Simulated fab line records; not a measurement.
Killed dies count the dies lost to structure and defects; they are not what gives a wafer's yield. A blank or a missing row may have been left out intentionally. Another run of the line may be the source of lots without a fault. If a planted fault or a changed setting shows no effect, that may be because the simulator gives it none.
Chamber matching :: flow n5 finfet :: 4 sister chambers for N5_BEOL_M5_DESCUM_33 on rie diel-02
The step chemistry O2, time 7 s. 14 wafers are shown with their chamber, then 7 later ones without.

== WAFERS PAIRED WITH THEIR CHAMBERS ==
wafer: L076.1
chamber: 2
drypump motor current A (A): 5.9
showerhead plenum p Torr (Torr): 2.06
throttle valve pct (%): 20.49

wafer: L076.2
chamber: 0
drypump motor current A (A): 5.0
showerhead plenum p Torr (Torr): 2.10
throttle valve pct (%): 20.49

wafer: L076.4
chamber: 3
drypump motor current A (A): 5.5
showerhead plenum p Torr (Torr): 2.17
throttle valve pct (%): 20.32

wafer: L080.1
chamber: 1
drypump motor current A (A): 6.0
showerhead plenum p Torr (Torr): 1.99
throttle valve pct (%): 19.98

wafer: L080.2
chamber: 0
drypump motor current A (A): 5.0
showerhead plenum p Torr (Torr): 2.10
throttle valve pct (%): 20.52

wafer: L080.4
chamber: 2
drypump motor current A (A): 5.9
showerhead plenum p Torr (Torr): 2.05
throttle valve pct (%): 20.53

wafer: L086.1
chamber: 2
drypump motor current A (A): 5.9
showerhead plenum p Torr (Torr): 2.05
throttle valve pct (%): 20.51

wafer: L086.4
chamber: 3
drypump motor current A (A): 5.4
showerhead plenum p Torr (Torr): 2.16
throttle valve pct (%): 20.35

wafer: L086.5
chamber: 1
drypump motor current A (A): 6.0
showerhead plenum p Torr (Torr): 1.98
throttle valve pct (%): 20.01

wafer: L094.2
chamber: 2
drypump motor current A (A): 5.9
showerhead plenum p Torr (Torr): 2.04
throttle valve pct (%): 20.54

wafer: L094.4
chamber: 0
drypump motor current A (A): 5.0
showerhead plenum p Torr (Torr): 2.09
throttle valve pct (%): 20.54

wafer: L094.6
chamber: 2
drypump motor current A (A): 5.9
showerhead plenum p Torr (Torr): 2.04
throttle valve pct (%): 20.57

wafer: L095.1
chamber: 2
drypump motor current A (A): 5.9
showerhead plenum p Torr (Torr): 2.04
throttle valve pct (%): 20.56

wafer: L095.3
chamber: 3
drypump motor current A (A): 5.5
showerhead plenum p Torr (Torr): 2.16
throttle valve pct (%): 20.38

SIGNATURES (averages over the wafers above)
reading: drypump motor current A
chamber 0: 5.000
chamber 1: 6.000
chamber 2: 5.900
chamber 3: 5.467
scatter within a chamber: 0.0258

reading: showerhead plenum p Torr
chamber 0: 2.0967
chamber 1: 1.9850
chamber 2: 2.0467
chamber 3: 2.1633
scatter within a chamber: 0.00719

reading: throttle valve pct
chamber 0: 20.5167
chamber 1: 19.9950
chamber 2: 20.5333
chamber 3: 20.3500
scatter within a chamber: 0.0284
Rule: for each reading, subtract the chamber's mean from the wafer's reading, divide by that reading's scatter and square the result; add these up over the readings and take the root, which gives the wafer's distance from the chamber. The wafer belongs to the nearest chamber; if the next one is less than 2 further off, it can't be placed. The scatter: take each reading less its chamber's mean, square it, sum over the shown wafers, divide by the number of wafers less the number of chambers, and take the root.

== WAFERS WHOSE CHAMBER IS MISSING ==
wafer: L095.5
drypump motor current A (A): 5.0
showerhead plenum p Torr (Torr): 2.09
throttle valve pct (%): 20.55

wafer: L097.2
drypump motor current A (A): 6.0
showerhead plenum p Torr (Torr): 1.98
throttle valve pct (%): 20.03

wafer: L097.3
drypump motor current A (A): 5.9
showerhead plenum p Torr (Torr): 2.04
throttle valve pct (%): 20.57

wafer: L097.4
drypump motor current A (A): 5.5
showerhead plenum p Torr (Torr): 2.16
throttle valve pct (%): 20.40

wafer: L096.2
drypump motor current A (A): 5.9
showerhead plenum p Torr (Torr): 2.04
throttle valve pct (%): 20.56

wafer: L096.4
drypump motor current A (A): 5.5
showerhead plenum p Torr (Torr): 2.15
throttle valve pct (%): 20.37

wafer: L096.6
drypump motor current A (A): 5.9
showerhead plenum p Torr (Torr): 2.04
throttle valve pct (%): 20.55

== CHAMBER TAKEN BY EACH ==
wafer: L095.5
from the rows above: 0
in truth: 0

wafer: L097.2
from the rows above: 1
in truth: 1

wafer: L097.3
from the rows above: 2
in truth: 2

wafer: L097.4
from the rows above: 3
in truth: 3

wafer: L096.2
from the rows above: 2
in truth: 2

wafer: L096.4
from the rows above: 3
in truth: 3

wafer: L096.6
from the rows above: 2
in truth: 2
Correct placement for 7 of the 7. Left unplaced by these rows: 0. Placed wrongly: 0.
